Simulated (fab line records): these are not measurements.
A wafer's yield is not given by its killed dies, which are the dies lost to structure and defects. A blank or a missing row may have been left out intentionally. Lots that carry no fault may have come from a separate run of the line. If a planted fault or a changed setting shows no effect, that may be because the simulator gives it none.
Chamber matching	flow nand harc	3 sister chambers for NHARC_A_CONTACT_DEP_58 on pecvd-02
The step deposits SiON, target thk 60 nm. 16 wafers are shown with their chamber, then 8 later ones without.

## WAFERS PAIRED WITH THEIR CHAMBERS
wafer	chamber	heater power w (W)	rf fwd power W (W)
L894.3	0	959	348.3
L894.4	1	740	349.2
L894.5	1	743	348.3
L895.2	0	1001	347.9
L895.3	1	826	348.9
L895.6	2	758	348.3
L897.2	1	839	348.9
L897.4	1	821	349.8
L897.5	0	961	347.2
L896.2	0	972	348.5
L896.3	1	823	348.5
L896.4	0	972	348.4
L899.1	2	790	348.4
L899.2	0	986	347.9
L899.5	0	958	346.9
L901.1	1	710	348.8

SIGNATURES (means of the wafers above)
reading	chamber 0	chamber 1	chamber 2	scatter within a chamber
heater power w	972.71	786.00	774.00	38
rf fwd power W	347.871	348.914	348.350	0.533
Rule: a wafer lies at a distance from a chamber equal to the root of the sum of squares, over the readings, of (its reading less the chamber's mean, divided by the reading's scatter). If the next closest chamber is less than 2 further off than the closest, the wafer can't be placed; otherwise it belongs to the closest. How the scatter is found: for the shown wafers, subtract from each reading the mean of its chamber, square and add these, divide the total by (wafers less chambers), then take the root.

## WAFERS WITH NO CHAMBER GIVEN
wafer	heater power w (W)	rf fwd power W (W)
L901.2	935	348.3
L901.4	746	349.5
L912.2	941	349.5
L912.3	889	349.7
L912.6	880	349.1
L915.2	773	350.5
L915.4	971	349.0
L915.6	761	347.8

## EACH ONE'S CHAMBER
wafer	from the rows above	in truth
L901.2	0	0
L901.4	can't be placed: 1 or 2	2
L912.2	can't be placed: 0 or 1 or 2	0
L912.3	can't be placed: 1 or 2 or 0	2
L912.6	can't be placed: 1 or 2 or 0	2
L915.2	can't be placed: 1 or 2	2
L915.4	0	0
L915.6	can't be placed: 2 or 1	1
Placed correctly: 2 of 8. Unplaceable from these rows: 6, with the true chamber sitting among the candidates in 6. Number placed wrongly: 0.
